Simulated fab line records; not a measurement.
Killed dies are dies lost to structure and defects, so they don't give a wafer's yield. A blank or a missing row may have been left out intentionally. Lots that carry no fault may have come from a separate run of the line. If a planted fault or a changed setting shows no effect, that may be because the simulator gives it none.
Chamber matching :: flow nandHarc :: aldHk-03 running NHARC_A_CHANNEL_FILL_D1_ALD_16: 4 sister chambers
The step deposits SiO2, target thk 1.5 nm, pulse time 10 s, ald cycles 15. 8 wafers are shown with their chamber, then 9 later ones without.

WAFERS, EACH WITH ITS CHAMBER
wafer: L255.4
chamber: 1
heaterPowerW (W): 487
precursorPulseHeightRel: 0.995

wafer: L256.5
chamber: 0
heaterPowerW (W): 550
precursorPulseHeightRel: 1.017

wafer: L258.2
chamber: 0
heaterPowerW (W): 556
precursorPulseHeightRel: 1.025

wafer: L258.3
chamber: 1
heaterPowerW (W): 483
precursorPulseHeightRel: 1.003

wafer: L258.6
chamber: 3
heaterPowerW (W): 473
precursorPulseHeightRel: 1.059

wafer: L260.1
chamber: 2
heaterPowerW (W): 456
precursorPulseHeightRel: 0.984

wafer: L260.2
chamber: 3
heaterPowerW (W): 464
precursorPulseHeightRel: 1.016

wafer: L260.6
chamber: 2
heaterPowerW (W): 473
precursorPulseHeightRel: 1.005

WAFERS WHOSE CHAMBER IS MISSING
wafer: L264.1
heaterPowerW (W): 473
precursorPulseHeightRel: 1.007

wafer: L264.5
heaterPowerW (W): 465
precursorPulseHeightRel: 0.997

wafer: L264.6
heaterPowerW (W): 491
precursorPulseHeightRel: 0.972

wafer: L267.1
heaterPowerW (W): 458
precursorPulseHeightRel: 0.984

wafer: L267.2
heaterPowerW (W): 556
precursorPulseHeightRel: 1.003

wafer: L267.5
heaterPowerW (W): 475
precursorPulseHeightRel: 1.004

wafer: L274.4
heaterPowerW (W): 495
precursorPulseHeightRel: 0.981

wafer: L274.5
heaterPowerW (W): 468
precursorPulseHeightRel: 1.000

wafer: L274.6
heaterPowerW (W): 537
precursorPulseHeightRel: 0.986

EACH ONE'S CHAMBER
wafer: L264.1
from the rows above: can't be placed: 2 or 1 or 3
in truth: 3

wafer: L264.5
from the rows above: 2
in truth: 2

wafer: L264.6
from the rows above: 1
in truth: 1

wafer: L267.1
from the rows above: 2
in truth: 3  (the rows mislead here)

wafer: L267.2
from the rows above: 0
in truth: 0

wafer: L267.5
from the rows above: can't be placed: 1 or 2 or 3
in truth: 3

wafer: L274.4
from the rows above: 1
in truth: 1

wafer: L274.5
from the rows above: can't be placed: 2 or 3 or 1
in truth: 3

wafer: L274.6
from the rows above: 0
in truth: 0
Correct placement for 5 of the 9. From these rows, 3 cannot be placed; in 3 the true chamber is one of the candidates. Placed wrongly: 1.
How it was worked out, from the rows above alone: a wafer's distance from a chamber is the root of the sum, over the readings, of the square of ((its reading less the chamber's mean) divided by the reading's scatter). If the next closest chamber is less than 2 further off than the closest, the wafer can't be placed; otherwise it belongs to the closest. A chamber's mean is the mean of its shown wafers. How the scatter is found: for the shown wafers, subtract from each reading the mean of its chamber, square and add these, divide the total by (wafers less chambers), then take the root.
